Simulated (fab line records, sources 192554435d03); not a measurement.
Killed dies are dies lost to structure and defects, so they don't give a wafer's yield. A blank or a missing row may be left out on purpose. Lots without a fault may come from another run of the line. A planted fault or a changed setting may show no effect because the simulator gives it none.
fab line records | flow n5_finfet
record lots=9 wafers=25 last_day=17
route steps=1938 shown MOL_CONTACT_COAG@540 BEOL_M4@1111 PASSIVATION@1936
lots that met no fault: from a run of the same line without faults
start_h: hours from the record's first day to the start of the lot's first wafer shown | wait_h: hours since the lot's step before | " the same as in the row above | L1.1+2: a row that stands for several wafers | - no value, or no start given | * or withheld: withheld | < > ~ a bound
route shown NAME@n: a module of which the file shows steps, and the number in the route of the first | usual: mean/standard deviation of fault-free wafers | same: alike in all rows | chamber/n: place in a boat | sites: the reading at each site | _std_site: their standard deviation | _edge_site: outer sites' mean less inner sites' | radius_mm: how far each site lies from the wafer's centre | mask NAME#n: copy n | behind: the tool/chamber that last shaped the wafer | hold: why the lot was held/for how many hours/how that ended | device: the transistor (n, p or np) that didn't switch | end of line: the same wafers' tests at the end of the route | a step without rows: its recipe alone | killed: dies lost to structure and defects at the first sort, not the wafer's yield | map: a wafer's dies, x killed, . not, _ none there
set.NAME: the setting as run; set.NAME@STEP: as run at that earlier step | model.NAME: the simulator's own value behind a step, which no gauge read
steps of the route over a sample of lots; a table a step, a row a wafer
services: from which hour (start_h, from the record's first day; less than 0 if before it) a tool's chamber was out of use, for how many hours, and why
## steps
# step N5_MOL_CONTACT_COAG_CD_MEAS_99
# recipe target_cd_nm=17.2 polarity=opening
# usual cd_nm=17.2/0.48
# columns lot.wafer tool chamber start_h wait_h cd_nm
L258.2 cd_sem-02 - 111.01 - 17.9
L258.4 " - " " 18.3
L258.6 " - " " 18.0
L255.1 cd_sem-03 - 112.23 - 16.9
L255.3 " - " " 17.5
L255.5 " - " " 17.5
L261.2 cd_sem-02 - 125.43 - 16.5
L261.3 " - " " 16.9
L261.6 " - " " 16.3
L264.1 cd_sem-02 - 149.10 - 17.2
L264.3 " - " " 17.8
L264.4 " - " " 17.3
L265.1 cd_sem-03 - 153.17 - 17.5
L265.2 " - " " 17.3
L265.4 " - " " 17.6
L266.2 cd_sem-02 - 158.97 - 16.5
L266.3 " - " " 16.8
L266.6 " - " " 17.0
L274.2 cd_sem-03 - 203.00 - 17.0
L274.3 " - " " 16.4
L275.2 cd_sem-03 - 208.71 - 17.3
L275.3 " - " " 17.0
L277.1 cd_sem-02 - 220.02 - 17.2
L277.4 " - " " 17.3
L277.6 " - " " 17.0
# step N5_MOL_CONTACT_COAG_SPUTTER_143
# recipe material=Co target_thk_a=25 temp_c=25 chamber_pressure_pa=0.2
# usual substrate_temp_c=24.97/0.11 susceptor_temp_C=25.01/0.11 throttle_valve_pct=29.7/0.8
# columns lot.wafer tool chamber start_h wait_h substrate_temp_c susceptor_temp_C throttle_valve_pct
L258.2 pvd_sputter-02 - 112.44 0.0 25.01 25.11 30.9
L258.4 " - " " 24.83 24.90 29.1
L258.6 " - " " 25.07 25.23 30.6
L255.1 pvd_sputter-02 - 115.42 0.0 24.94 25.24 28.8
L255.3 " - " " 24.97 24.89 29.6
L255.5 " - " " 25.04 24.88 29.5
L261.2 pvd_sputter-01 - 127.07 0.0 25.10 24.96 29.6
L261.3 " - " " 24.92 25.15 29.6
L261.6 " - " " 25.16 24.99 29.6
L264.1 pvd_sputter-03 - 150.71 0.0 25.11 24.98 29.7
L264.3 " - " " 25.15 24.85 30.5
L264.4 " - " " 25.05 25.07 29.1
L265.1 pvd_sputter-01 - 155.75 0.0 24.86 25.01 29.8
L265.2 " - " " 24.84 24.93 27.4
L265.4 " - " " 25.02 25.09 29.3
L266.2 pvd_sputter-03 - 162.08 0.0 24.88 24.73 30.3
L266.3 " - " " 24.99 24.93 29.5
L266.6 " - " " 24.77 25.01 29.9
L274.2 pvd_sputter-02 - 204.44 0.0 25.02 24.98 30.7
L274.3 " - " " 25.05 24.80 30.7
L275.2 pvd_sputter-02 - 210.40 0.0 25.14 25.12 30.6
L275.3 " - " " 24.95 25.00 29.0
L277.1 pvd_sputter-03 - 223.51 0.0 25.00 25.18 30.5
L277.4 " - " " 24.92 25.07 29.0
L277.6 " - " " 25.02 25.27 30.2
# step N5_MOL_CONTACT_COAG_ANNEAL_113
# recipe temp_c=400 time_s=300 ambient=H2/N2
# usual lamp_power_pct=3.08/0.087 lamp_zone_3_pct=3.08/0.087 lamp_zone_4_pct=3.08/0.087 wafer_temp_C_max=401.8/0.62
# same time_s=300
# columns lot.wafer tool chamber start_h wait_h lamp_power_pct lamp_zone_3_pct lamp_zone_4_pct wafer_temp_C_max
L258.2 rtp_anneal-02 0 113.49 0.6 3.18 3.19 3.18 401.0
L258.4 " 0 " " 3.18 3.18 3.18 400.8
L258.6 " 0 " " 3.18 3.18 3.18 401.8
L255.1 rtp_anneal-02 0 116.44 0.6 3.18 3.18 3.18 400.9
L255.3 " 0 " " 3.18 3.18 3.18 401.4
L255.5 " 0 " " 3.18 3.18 3.18 401.3
L261.2 rtp_anneal-02 0 127.96 0.5 3.18 3.18 3.18 401.5
L261.3 " 0 " " 3.18 3.18 3.19 401.3
L261.6 " 0 " " 3.18 3.18 3.18 401.2
L264.1 rtp_anneal-01 0 151.45 0.3 3.00 3.00 3.00 402.2
L264.3 " 0 " " 3.01 3.01 3.00 402.4
L264.4 " 0 " " 3.00 3.00 3.00 401.4
L265.1 rtp_anneal-02 0 156.49 0.3 3.18 3.18 3.18 400.4
L265.2 " 0 " " 3.18 3.18 3.18 401.0
L265.4 " 0 " " 3.18 3.18 3.18 400.9
L266.2 rtp_anneal-02 0 162.97 0.5 3.18 3.18 3.17 401.2
L266.3 " 0 " " 3.18 3.18 3.18 401.6
L266.6 " 0 " " 3.18 3.18 3.18 401.5
L274.2 rtp_anneal-01 0 205.32 0.5 3.00 3.00 3.01 402.4
L274.3 " 0 " " 3.00 3.00 3.01 402.5
L275.2 rtp_anneal-01 0 211.29 0.5 3.01 3.00 3.00 401.8
L275.3 " 0 " " 3.00 3.00 3.00 402.4
L277.1 rtp_anneal-01 0 224.25 0.3 3.01 3.01 3.00 402.0
L277.4 " 0 " " 3.01 3.00 3.01 402.2
L277.6 " 0 " " 3.00 3.00 3.01 402.4
# step N5_MOL_CONTACT_COAG_ETCH_91
# recipe chemistry=N2/H2 target=SOC target_depth_a=600 overetch_a=210 mask_material=SiARC temp_c=40 time_s=101.2 ion_energy_ev=200 pressure_mtorr=30 source_w=840 bias_w=150 n2_flow_sccm=200 h2_flow_sccm=200
# usual bias_w=150.0/0.42 chamber_pressure_mTorr=29.998/0.028 drypump_motor_current_A=5.6/0.51 oes_product_au=0.69/0.082 rf_vpp_V=523.8/1.8 showerhead_plenum_p_Torr=2.53/0.073 throttle_valve_pct=17.86/0.21 time_s=101.2/0
# columns lot.wafer tool chamber start_h wait_h bias_w chamber_pressure_mTorr drypump_motor_current_A oes_product_au rf_hours_counter_h rf_vpp_V showerhead_plenum_p_Torr throttle_valve_pct time_s
L258.2 rie_diel-05 2 121.14 0.0 150.2 30.020 4.8 0.63 143 522.1 2.42 17.84 101.2
L258.4 " 3 " " 150.3 29.960 6.1 0.62 177 523.1 2.54 18.12 101.2
L258.6 " 2 " " 150.0 29.960 4.8 0.63 - 522.4 2.42 17.87 101.2
L255.1 rie_diel-05 2 123.71 0.0 149.7 29.989 4.8 0.62 145 521.0 2.42 17.86 101.2
L255.3 " 3 " " 148.9 30.034 6.1 0.61 178 523.6 2.54 18.12 101.2
L255.5 " 0 " " 150.6 29.981 5.9 0.75 - 523.6 2.47 17.61 101.2
L261.2 rie_diel-05 2 134.32 0.0 149.7 30.007 4.8 0.62 149 521.2 2.42 17.85 101.2
L261.3 " 0 " " 149.6 30.015 5.9 0.75 29 522.3 2.47 17.63 101.2
L261.6 " 3 " " 149.9 30.051 6.1 0.61 - 523.5 2.54 18.11 101.2
L264.1 rie_diel-05 1 160.64 0.0 - - - - - - - - -
L264.3 " 0 " " - - - - - - - - -
L264.4 " 2 " " - - - - - - - - -
L265.1 rie_diel-05 3 163.82 0.0 - - - - - - - - -
L265.2 " 0 " " - - - - - - - - -
L265.4 " 1 " " - - - - - - - - -
L266.2 rie_diel-05 0 169.83 0.0 - - - - - - - - -
L266.3 " 1 " " - - - - - - - - -
L266.6 " 2 " " - - - - - - - - -
L274.2 rie_diel-05 1 211.55 0.0 150.1 30.016 5.1 0.71 45 525.9 2.58 17.62 101.2
L274.3 " 3 " " 150.0 30.027 6.1 0.59 210 523.4 2.53 18.17 101.2
L275.2 rie_diel-03 2 218.07 0.0 149.9 30.045 5.8 0.73 55 525.0 2.60 17.93 101.2
L275.3 " 1 " " 150.4 30.024 5.9 0.74 28 523.3 2.47 17.64 101.2
L277.1 rie_diel-03 0 231.86 0.0 150.1 29.981 6.3 0.77 20 523.1 2.50 17.90 101.2
L277.4 " 1 " " 149.7 30.012 5.8 0.73 36 522.7 2.47 17.66 101.2
L277.6 " 2 " " 150.5 29.995 5.8 0.72 - 525.4 2.60 17.92 101.2
# step N5_MOL_CONTACT_COAG_VIA_ETCH_46
# recipe chemistry=C4F6/O2 target_depth_a=460 overetch_a=92 mask_material=SOC target=SiO2 bias_w=455 pressure_mtorr=10 time_s=40 source_w=325 Ar_flow_sccm=300 C4F6_flow_sccm=10 O2_flow_sccm=10 ion_energy_ev=575.3 ends=end_point
# usual C4F6_flow_sccm=10.000/0.029 O2_flow_sccm=10.00/0.031 drypump_motor_current_A=5.5/0.5 oes_ar_750_au=0.82/0.098 oes_product_au=0.74/0.087 rf_vpp_V=1582/38 showerhead_plenum_p_Torr=2.83/0.069 throttle_valve_pct=41.1/0.44
# columns lot.wafer tool chamber start_h wait_h C4F6_flow_sccm O2_flow_sccm drypump_motor_current_A oes_ar_750_au oes_product_au rf_hours_counter_h rf_vpp_V showerhead_plenum_p_Torr throttle_valve_pct
L258.2 rie_diel-05 2 121.26 0.0 10.006 9.99 4.9 0.76 0.67 144 1515 2.73 40.8
L258.4 " 3 " " 9.994 9.99 6.1 0.72 0.65 177 1576 2.82 40.8
L258.6 " 2 " " 10.019 10.00 4.8 0.76 0.67 - 1514 2.73 40.8
L255.1 rie_diel-05 2 123.83 0.0 9.993 10.01 4.9 0.77 0.66 145 1514 2.73 40.8
L255.3 " 3 " " 10.010 9.97 6.1 0.71 0.65 179 1578 2.82 40.8
L255.5 " 0 " " 9.972 9.98 5.9 0.90 0.80 - 1569 2.79 40.9
L261.2 rie_diel-05 2 134.44 0.0 9.961 10.01 4.8 0.76 0.65 149 1515 2.73 40.8
L261.3 " 0 " " 9.983 9.96 5.9 0.90 0.79 29 1569 2.79 40.9
L261.6 " 3 " " 9.991 9.96 6.1 0.71 0.65 - 1578 2.82 40.8
L264.1 rie_diel-05 1 160.76 0.0 10.016 10.00 5.0 0.86 0.33 27 1634 2.88 40.4
L264.3 " 0 " " 10.006 9.96 5.9 0.88 0.33 38 1569 2.79 40.5
L264.4 " 2 " " 10.046 10.01 4.8 0.75 0.28 160 1515 2.72 40.4
L265.1 rie_diel-05 3 163.94 0.0 10.022 9.96 6.1 0.71 0.28 194 1576 2.82 40.4
L265.2 " 0 " " 9.993 10.02 5.9 0.88 0.33 39 1568 2.79 40.5
L265.4 " 1 " " 10.007 10.05 5.1 0.86 0.32 29 1634 2.88 40.4
L266.2 rie_diel-05 0 169.96 0.0 10.018 9.95 5.9 0.88 0.32 40 1568 2.79 40.5
L266.3 " 1 " " 9.993 10.02 5.1 0.86 0.33 30 1635 2.88 40.4
L266.6 " 2 " " 10.024 9.99 4.8 0.74 0.27 - 1514 2.72 40.4
L274.2 rie_diel-05 1 211.67 0.0 9.954 10.04 5.1 0.83 0.75 45 1634 2.87 40.9
L274.3 " 3 " " 9.993 10.02 6.1 0.69 0.62 210 1576 2.81 40.8
L275.2 rie_diel-03 2 218.19 0.0 10.015 10.03 5.8 0.87 0.77 55 1622 2.89 41.7
L275.3 " 1 " " 10.014 10.01 5.9 0.89 0.79 28 1580 2.75 40.4
L277.1 rie_diel-03 0 231.98 0.0 9.983 10.02 6.3 0.90 0.82 20 1622 2.82 41.6
L277.4 " 1 " " 9.928 9.99 5.9 0.87 0.79 36 1579 2.75 40.4
L277.6 " 2 " " 9.969 9.99 5.8 0.86 0.75 - 1621 2.88 41.7
# step N5_MOL_CONTACT_COAG_CD_MEAS_137
# recipe target_cd_nm=16
# usual cd_nm=15.9/0.44
# columns lot.wafer tool chamber start_h wait_h cd_nm
L258.2 cd_sem-03 - 121.60 0.0 15.8
L258.4 " - " " 15.2
L258.6 " - " " 15.7
L255.1 cd_sem-02 - 124.17 0.0 15.9
L255.3 " - " " 15.4
L255.5 " - " " 16.2
L261.2 cd_sem-02 - 134.78 0.0 15.4
L261.3 " - " " 15.7
L261.6 " - " " 15.3
L264.1 cd_sem-02 - 161.10 0.0 -
L264.3 " - " " -
L264.4 " - " " -
L265.1 cd_sem-03 - 164.28 0.0 -
L265.2 " - " " -
L265.4 " - " " -
L266.2 cd_sem-02 - 170.29 0.0 -
L266.3 " - " " -
L266.6 " - " " -
L274.2 cd_sem-01 - 212.01 0.0 16.1
L274.3 " - " " 15.3
L275.2 cd_sem-03 - 218.56 0.0 15.3
L275.3 " - " " 15.9
L277.1 cd_sem-03 - 232.31 0.0 15.0
L277.4 " - " " 15.2
L277.6 " - " " 15.3
# step N5_BEOL_M4_RC_MEAS_101
# usual DIBL_N=36.9/2.1 DIBL_P=37.1/2.5 IOFF_N=0.17/0.039 IOFF_P=0.23/0.043 ION_N=673/15 ION_P=462/9.1 SS_N=71.8/0.69 SS_P=73.6/0.74 VT_N=250/3.6 VT_P=-249.7/2.9
# columns lot.wafer tool chamber start_h wait_h DIBL_N[mV/V] DIBL_P[mV/V] IOFF_N[nA/um] IOFF_P[nA/um] ION_N[uA/um] ION_P[uA/um] SS_N[mV/dec] SS_P[mV/dec] VT_N[mV] VT_P[mV]
L258.2 prober-01 0 180.79 0.2 33.5 33.0 0.12 0.17 677 465 70.8 72.1 254 -252.8
L258.4 " 0 " " 35.6 35.0 0.15 0.19 665 453 71.1 72.9 249 -252.3
L258.6 " 0 " " 35.8 35.6 0.14 0.19 667 452 70.7 73.2 251 -250.6
L255.1 prober-01 0 185.58 0.0 37.9 37.0 0.18 0.19 674 447 71.8 73.2 248 -249.9
L255.3 " 0 " " 39.5 40.3 0.22 0.23 687 456 71.9 74.3 247 -250.1
L255.5 " 0 " " 37.5 36.5 0.16 0.17 664 444 72.2 73.8 253 -252.8
L261.2 prober-01 0 198.34 0.2 35.2 34.9 0.13 0.19 657 453 71.6 72.6 254 -252.9
L261.3 " 0 " " 38.6 38.4 0.20 0.26 673 462 71.9 73.9 250 -246.8
L261.6 " 0 " " 39.4 39.8 0.21 0.27 680 467 71.9 73.5 245 -245.6
L275.2 prober-02 0 284.01 0.2 35.4 36.7 0.15 0.21 682 469 71.2 73.3 250 -251.0
L275.3 " 0 " " 37.2 37.4 0.17 0.22 679 463 71.5 74.3 250 -249.4
L274.2 prober-01 0 284.13 0.2 40.9 43.4 0.28 0.34 707 486 74.2 75.1 243 -244.5
L274.3 " 0 " " 39.5 40.8 0.22 0.28 682 456 73.1 75.3 244 -247.6
L277.1 prober-02 0 302.10 0.0 37.3 35.9 0.17 0.21 681 462 72.1 73.4 248 -250.6
L277.4 " 0 " " 33.3 32.1 0.11 0.15 664 455 70.4 72.4 254 -254.1
L277.6 " 0 " " 37.4 37.0 0.19 0.23 700 474 71.9 73.5 245 -250.7
# step N5_PASSIVATION_PROBE_49
# usual defect_limited_yield=91.3/1.4 killed_at_M0_to_M3=32/9.5 killed_at_M4_up=14/5.2 killed_at_contacts=13/5.7 killed_at_front_end=41/12 killed_at_other=3.5/2.6 killed_dies=103/17 killed_on_rim=14/4 killed_open=68/14 killed_short=32/7 sort_bin_4_leakage=0.01/0.051 sort_bin_5_function=5.0/0.91 sort_bin_6_memory=3.3/0.7 sort_bin_8_speed=0.03/0.22 sort_n_pass=1076/17 sort_yield_pct=91.2/1.4
# same gross_dies=1180 killed_at_back_side=0
# columns lot.wafer tool chamber start_h wait_h defect_limited_yield[%] killed_at_M0_to_M3 killed_at_M4_up killed_at_contacts killed_at_front_end killed_at_other killed_dies killed_on_rim killed_open killed_short sort_bin_4_leakage[%] sort_bin_5_function[%] sort_bin_6_memory[%] sort_bin_8_speed[%] sort_n_pass sort_yield_pct[%]
L265.1 prober-01 - 331.17 0.0 0 26 8 1114 32 0 1180 152 57 28 0 97.0 2.5 0 0 0
L265.2 prober-01 - 331.22 0.1 0 22 12 1115 28 3 1180 152 46 26 0 97.4 2.5 0 0 0
L265.4 prober-01 - 331.32 0.2 0 22 22 1096 33 7 1180 152 67 32 0 96.9 2.8 0 0 0
L264.1 prober-02 - 331.25 0.0 0 25 12 1080 58 5 1180 152 69 42 0 95.3 4.2 0 0 0
L264.3 prober-02 - 331.35 0.1 0 27 14 1096 41 2 1180 152 67 33 0 95.9 3.4 0 0 0
L264.4 prober-02 - 331.40 0.2 0 40 15 1072 44 9 1180 152 82 30 0 95.8 4.2 0 0 0
L266.2 prober-01 - 342.42 0.1 0 32 10 1071 49 18 1180 152 82 51 0 95.6 4.1 0 0 0
L266.3 prober-01 - 342.47 0.1 0 29 8 1067 65 11 1180 152 78 41 0 94.6 5.4 0 0 0
L266.6 prober-01 - 342.62 0.3 0 31 8 1085 48 8 1180 152 67 38 0 96.4 3.3 0 0 0
# killed by level:class
L265.1 MOL_CONTACT_COAG:area_etch=1093 MOL_CONTACT_COAG:geometric_particle:open=16 BEOL_M0_SAQP:geometric_particle:short=9 STI_FIN_REVEAL:geometric_particle:open=7 BEOL_M2:geometric_particle:open=6 STI_FIN_REVEAL:geometric_particle:short=5 MOL_CONTACT_COAG:geometric_particle:short=5 BEOL_M4:geometric_particle:open=5
L265.2 MOL_CONTACT_COAG:area_etch=1107 FIN_SAQP:geometric_particle:short=11 MOL_CONTACT_COAG:geometric_particle:open=7 BEOL_M1:geometric_particle:open=6 FIN_SAQP:geometric_particle:open=5 BEOL_M3:geometric_particle:open=5 BEOL_M4:geometric_particle:open=5 STI_FIN_REVEAL:geometric_particle:open=3
L264.1 MOL_CONTACT_COAG:area_etch=1068 FIN_SAQP:geometric_particle:short=22 FIN_SAQP:geometric_particle:open=16 MOL_CONTACT_COAG:geometric_particle:open=11 BEOL_M4:geometric_particle:open=10 BEOL_M0_SAQP:geometric_particle:short=5 BEOL_M0_SAQP:geometric_particle:open=5 BEOL_M2:geometric_particle:open=5
L265.4 MOL_CONTACT_COAG:area_etch=1079 MOL_CONTACT_COAG:geometric_particle:open=14 BEOL_M4:geometric_particle:open=10 STI_FIN_REVEAL:geometric_particle:open=9 FIN_SAQP:geometric_particle:short=5 GATE_CUT:geometric_particle:short=4 BEOL_M0_SAQP:geometric_particle:short=4 BEOL_M1:geometric_particle:open=4
L264.3 MOL_CONTACT_COAG:area_etch=1077 MOL_CONTACT_COAG:geometric_particle:open=17 BEOL_M4:geometric_particle:open=9 FIN_SAQP:geometric_particle:short=6 FIN_SAQP:geometric_particle:open=6 BEOL_M1:geometric_particle:open=6 BEOL_M3:geometric_particle:open=5 STI_FIN_REVEAL:geometric_particle:open=4
L264.4 MOL_CONTACT_COAG:area_etch=1067 FIN_SAQP:geometric_particle:open=27 BEOL_M0_SAQP:geometric_particle:short=13 BEOL_M0_SAQP:geometric_particle:open=10 BEOL_M1:geometric_particle:open=7 MOL_CONTACT_COAG:geometric_particle:open=5 BEOL_M4:geometric_particle:open=5 FIN_SAQP:geometric_particle:short=4
L266.2 MOL_CONTACT_COAG:area_etch=1047 MOL_CONTACT_COAG:geometric_particle:open=19 STI_FIN_REVEAL:geometric_particle:open=13 BEOL_M0_SAQP:geometric_particle:short=11 FIN_SAQP:geometric_particle:open=10 STI_FIN_REVEAL:geometric_particle:short=6 GATE_CUT:geometric_particle:short=6 MOL_CONTACT_COAG:geometric_particle:short=5
L266.3 MOL_CONTACT_COAG:area_etch=1060 STI_FIN_REVEAL:geometric_particle:open=19 GATE_CUT:geometric_particle:short=12 FIN_SAQP:geometric_particle:short=7 FIN_SAQP:geometric_particle:open=6 MOL_CONTACT_COAG:geometric_particle:open=6 BEOL_M1:geometric_particle:open=6 BEOL_M3:geometric_particle:open=5
L266.6 MOL_CONTACT_COAG:area_etch=1075 STI_FIN_REVEAL:geometric_particle:open=18 BEOL_M0_SAQP:geometric_particle:open=11 FIN_SAQP:geometric_particle:short=7 MOL_CONTACT_COAG:geometric_particle:open=7 GATE_CUT:geometric_particle:short=5 PASS1_CAP:geometric_particle:short=5 BEOL_M4:geometric_particle:open=4
## services
# columns tool chamber start_h hours kind
rie_diel-03 2 97.15 3.3 repair
rie_diel-03 1 130.75 - clean
rie_diel-03 1 130.75 - consumable_replace:focus_ring
rie_diel-03 1 130.75 17.5 scheduled_down
rie_diel-03 1 130.75 17.5 vent_cycle
rie_diel-03 0 149.30 - clean
rie_diel-03 0 149.30 - consumable_replace:focus_ring
rie_diel-03 0 149.30 25.7 scheduled_down
rie_diel-03 0 149.30 25.7 vent_cycle
rie_diel-03 - 158.24 0.4 repair
rie_diel-03 3 168.79 4.2 repair
rie_diel-03 3 205.74 - clean
rie_diel-03 3 205.74 - consumable_replace:focus_ring
rie_diel-03 3 205.74 18.8 scheduled_down
rie_diel-03 3 205.74 18.8 vent_cycle
rtp_anneal-02 - 212.99 3.6 pm
rie_diel-03 0 218.61 7.7 repair
rie_diel-05 - 229.22 0.1 repair
## key
first_sign step=N5_MOL_CONTACT_COAG_ETCH_91 reading=tool_record direction=missing
effect step=N5_MOL_CONTACT_COAG_VIA_ETCH_46 reading=oes_product_au direction=down sigmas=4.9 usual=0.74 struck=0.31
effect step=N5_MOL_CONTACT_COAG_CD_MEAS_137 reading=cd_nm direction=missing
effect step=N5_PASSIVATION_PROBE_49 reading=killed_at_contacts direction=up sigmas=99+ usual=13 struck=1088
more_kills_born_at N5_MOL_CONTACT_COAG_ETCH_91@rie_diel-05=9673
met_at N5_MOL_CONTACT_COAG_ETCH_91
struck_lots L264,L265,L266
later_rows_left_out L264.1,L264.3,L264.4,L265.1,L265.2,L265.4,L266.2,L266.3,L266.6
not_acting_at N5_MOL_CONTACT_COAG_CD_MEAS_99,N5_MOL_CONTACT_COAG_SPUTTER_143,N5_MOL_CONTACT_COAG_ANNEAL_113
onset_between 134.32 160.64
fault kind=skipped_step_whole tool=rie_diel-05 chamber=- onset_h=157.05 steps=N5_MOL_CONTACT_COAG_ETCH_91 scope=struck_lots_only
# later_rows_left_out: the simulator's readings of these wafers behind a module that went badly wrong aren't trusted and aren't shown, but for the sort
